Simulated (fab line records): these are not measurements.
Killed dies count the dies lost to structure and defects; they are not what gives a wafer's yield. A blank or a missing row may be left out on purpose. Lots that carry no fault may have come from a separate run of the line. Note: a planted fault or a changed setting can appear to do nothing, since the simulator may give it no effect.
A lot that was struck, set against a sound lot ; flow n5Finfet ; 16 out of 1938 route steps
Sound: these wafers, L678.1, L678.2, L678.3. Struck: wafer L676.2 (left out: L676.1, L676.5 of the same lot, which were not struck); the cause appears at the end.
At each step with rows: each side's tool, then ch and its chambers, then its first start. Under that, the readings that differ: sound wafers ; struck wafers ; difference of the means ; sigmas: that difference in standard deviations of wafers without a fault.
alike: readings with means less than 2 such deviations apart, plus words and numbers identical on both sides. not compared: withheld readings, readings lacking a value on some wafer, bounds such as >300 that could conceal the same value, and numbers that have no deviation in the record and whose values overlap.
A row with sigmas, a row that says differs or no value, or rows on one side alone: a step with any of these is where the two part. When numbers do not overlap yet have no deviation, they are printed without sigmas and do not part them. A reading missing from all wafers of one side parts the sides only when that side holds two or more wafers.

first, 5 steps without rows for these wafers: N5_SD_EPI_P_EBR_05; N5_SD_EPI_P_SOFTBAKE_04 (time 60 s); N5_SD_EPI_P_EXPOSE_06 (exposes mask SD P BLK, target cd 240 nm); N5_SD_EPI_P_PEB_07 (peb time 60 s); N5_SD_EPI_P_DEVELOP_08 (develop time 30 s).
N5_SD_EPI_P_CD_MEAS_09: the cd target is 240 nm.
  sound on cdSem-01 ch 0, day 7 05:23; struck on cdSem-01 ch 0, day 6 14:49
reading;sound;struck;difference;sigmas
cdNm (nm);238.2 238.5 239.2;241.1;+2.5;+3
N5_SD_EPI_P_OVL_MEAS_10:
  sound on overlay-02 ch 0, day 7 05:25; struck on overlay-02 ch 0, day 6 14:51
  alike: SD_P_BLK_OVL
N5_SD_EPI_P_INSPECT_11: inspects for defects (macro).
  sound on defectInspect-01, day 7 05:26; struck on defectInspect-01, day 6 14:52
  alike: rawDefectCount
N5_SD_EPI_P_DESCUM_14: chemistry O2, time 7.9 s.
  sound on rieDiel-04 ch 0,2,3, day 7 05:28; struck on rieDiel-05 ch 3, day 6 14:54
reading;sound;struck;difference;sigmas
rfHoursCounterH (h);199 117 209;235;+60;
  alike: biasPowerW, drypumpMotorCurrentA, o2FlowSccm, oesProductAu, rfVppV, showerheadPlenumPTorr, throttleValvePct
N5_SD_EPI_P_ETCH_36: etches SiARC in CF4, target depth 45.5 nm, time 75.8 s.
  sound on rieDiel-04 ch 0,2,3, day 7 05:31; struck on rieDiel-05 ch 3, day 6 14:56
reading;sound;struck;difference;sigmas
rfHoursCounterH (h);199 117 209;235;+60;
  alike: drypumpMotorCurrentA, etchRfOnTimeS, oesProductAu, rfVppV, showerheadPlenumPTorr, throttleValvePct
N5_SD_EPI_P_ETCH_37: etches SOC in N2/H2, overetch 108 nm, time 486 s.
  sound on rieDiel-04 ch 0,2,3, day 7 05:34; struck on rieDiel-05 ch 3, day 6 15:00
reading;sound;struck;difference;sigmas
rfHoursCounterH (h);199 117 209;236;+61;
  alike: drypumpMotorCurrentA, h2FlowSccm, oesProductAu, rfVppV, showerheadPlenumPTorr, throttleValvePct
then, 1 step without rows for these wafers: N5_SD_EPI_P_STRIP_38 (strips in N2/H2).
N5_SD_EPI_P_ETCHBACK_46: etches SiNx in CH3F/O2, stops on SiO2, target depth 17.5 nm.
  sound on rieDiel-04 ch 0,2,3, day 7 05:53; struck on rieDiel-05 ch 3, day 6 15:19
reading;sound;struck;difference;sigmas
overEtchFrac;0.3 0.3 0.3;0.45488;+0.15488;
rfHoursCounterH (h);199 117 209;236;+61;
  alike: CH3F_flow_sccm, drypumpMotorCurrentA, oesProductAu, rfVppV, showerheadPlenumPTorr, throttleValvePct
N5_SD_EPI_P_ETCH_47: etches SiOCN in CH3F/O2, target depth 25 nm.
  sound on rieDiel-04 ch 0,2,3, day 7 05:59; struck on rieDiel-05 ch 3, day 6 15:25
reading;sound;struck;difference;sigmas
rfHoursCounterH (h);199 117 209;236;+61;
  alike: CH3F_flow_sccm, drypumpMotorCurrentA, oesProductAu, rfVppV, showerheadPlenumPTorr, throttleValvePct
-- a jump in the record: the struck wafers' starts before and after are 5 days apart (it breaks off in module SD_EPI_P and resumes in module BEOL_M4, where the first step shown is number 1111 of the route) --
N5_BEOL_M4_RC_MEAS_101:
  sound on prober-01 ch 0, day 11 15:01; struck on prober-01 ch 0, day 11 08:21
  alike: DIBL_N, DIBL_P, IOFF_N, IOFF_P, ION_N, ION_P, SS_N, SS_P, VT_N, VT_P
-- a jump in the record: the struck wafers' starts before and after are 4 days apart (it breaks off in module BEOL_M4 and resumes in module PASSIVATION, where the first step shown is number 1936 of the route) --
N5_PASSIVATION_PROBE_49:
  only the struck wafers here have rows in the record (prober-02, day 15 17:49); the sound ones have none

## WHERE THEY PART
Earliest at N5_SD_EPI_P_CD_MEAS_09; latest, in this record, at N5_PASSIVATION_PROBE_49.

WHY: what had been put in by the simulator
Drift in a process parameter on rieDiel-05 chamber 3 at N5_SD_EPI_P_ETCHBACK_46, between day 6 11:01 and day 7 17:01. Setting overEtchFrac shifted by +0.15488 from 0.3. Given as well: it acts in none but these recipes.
